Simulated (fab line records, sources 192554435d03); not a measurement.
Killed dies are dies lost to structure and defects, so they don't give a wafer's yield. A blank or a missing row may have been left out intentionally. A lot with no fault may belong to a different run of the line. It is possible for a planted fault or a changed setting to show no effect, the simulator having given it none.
Split-lot trial + flow n5Finfet + route with 1938 steps; 7 lots, 21 wafers read

## THE SPLIT ITSELF
At N5_WELL_APT_COAT_19 (resist thk 950 nm), the setting spinRpm was moved away from the recipe's 1357 rpm on 7 of the 21 wafers read, by -10.9% to +7.6%. For the rest of the wafers, this setting stayed at what the recipe calls for.

The split's own step is where the reading is taken.

## THE READING
coat_of_WELL_APT_COAT_19.thkNm (the simulator's own value, which no gauge read), in nm, at N5_WELL_APT_COAT_19 (resist thk 950 nm). The file does not state a usual value for it. The 14 wafers here that ran the recipe average 952.7 nm, standard deviation 2.2 nm.

| wafer  | tool, chamber at the split | spinRpm as run, rpm | against the recipe | coat_of_WELL_APT_COAT_19.thkNm, nm | against lot-mates on the recipe |
|--------|----------------------------|---------------------|--------------------|------------------------------------|---------------------------------|
| L074.1 | lithoTrack-01, 0           | 1357                | recipe             | 951.2                              | -                               |
| L074.2 | lithoTrack-01, 0           | 1357                | recipe             | 951.3                              | -                               |
| L074.3 | lithoTrack-01, 0           | 1357                | recipe             | 953.2                              | -                               |
| L081.1 | lithoTrack-01, 0           | 1357                | recipe             | 951.9                              | -                               |
| L081.3 | lithoTrack-01, 0           | 1357                | recipe             | 955.9                              | -                               |
| L081.4 | lithoTrack-01, 0           | 1357                | recipe             | 952.8                              | -                               |
| L086.3 | lithoTrack-01, 0           | 1357                | recipe             | 953.2                              | -                               |
| L086.4 | lithoTrack-01, 0           | 1209                | -10.9%             | 1008                               | +54.8                           |
| L086.5 | lithoTrack-01, 0           | 1209                | -10.9%             | 1008                               | +54.8                           |
| L090.1 | lithoTrack-05, 0           | 1357                | recipe             | 951.4                              | -                               |
| L090.3 | lithoTrack-05, 0           | 1357                | recipe             | 952.2                              | -                               |
| L090.4 | lithoTrack-05, 0           | 1357                | recipe             | 954.6                              | -                               |
| L092.3 | lithoTrack-05, 0           | 1460                | +7.6%              | 916.5                              | no lot-mate on the recipe       |
| L092.6 | lithoTrack-05, 0           | 1460                | +7.6%              | 916.5                              | no lot-mate on the recipe       |
| L092.5 | lithoTrack-05, 0           | 1460                | +7.6%              | 918.2                              | no lot-mate on the recipe       |
| L095.3 | lithoTrack-01, 0           | 1257                | -7.4%              | 988.8                              | +39.5                           |
| L095.4 | lithoTrack-01, 0           | 1357                | recipe             | 948.4                              | -                               |
| L095.6 | lithoTrack-01, 0           | 1357                | recipe             | 950.1                              | -                               |
| L096.1 | lithoTrack-05, 0           | 1357                | recipe             | 956.2                              | -                               |
| L096.3 | lithoTrack-05, 0           | 1310                | -3.5%              | 970                                | +14.1                           |
| L096.4 | lithoTrack-05, 0           | 1357                | recipe             | 955.5                              | -                               |

THE FIT
A straight line over all 21 wafers: coat_of_WELL_APT_COAT_19.thkNm changes by -4.9 nm for each +1% of spinRpm; r = -1.00; the points scatter about the line by 2 nm.
The same after taking each lot's own level away (the mean of its wafers on the recipe; 18 wafers): -5.06 nm for each +1%; r = -1.00; scatter 1.5 nm.
That fit puts the effect of the largest move of spinRpm on the reading at 55 nm.
Measured against the standard deviation above, the lots' own levels, which go from 949.25 to 955.85 nm, span 3.0 times it.
Hence the lot-to-lot level has little effect on the slope; both slopes agree.
Check: for one of the wafers moved furthest among these (-10.9%), held out of the fit, the line's prediction against its lot-mates is +55.3 nm. Against them it came out at +54.8 nm.

## THE OTHER SPLITS THESE WAFERS WENT THROUGH
Other splits were also applied to these wafers ahead of the reading. Each is held against what the fit with the lots' levels taken away leaves over:
| other split on the same wafers | wafers away from the commonest value | r with coat_of_WELL_APT_COAT_19.thkNm (lot level and that fit taken away) |
|--------------------------------|--------------------------------------|---------------------------------------------------------------------------|
| N5_ZERO_LAYER_PECVD_02 timeS   | 7                                    | +0.06                                                                     |
| N5_ZERO_LAYER_COAT_05 spinRpm  | 2                                    | +0.12                                                                     |
| N5_WELL_APT_PEB_06 pebTimeS    | 10                                   | +0.25                                                                     |

## FILE'S OWN FIT
coat_of_WELL_APT_COAT_19.thkNm changes by -5.06 nm for each +1% of spinRpm, r = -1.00.
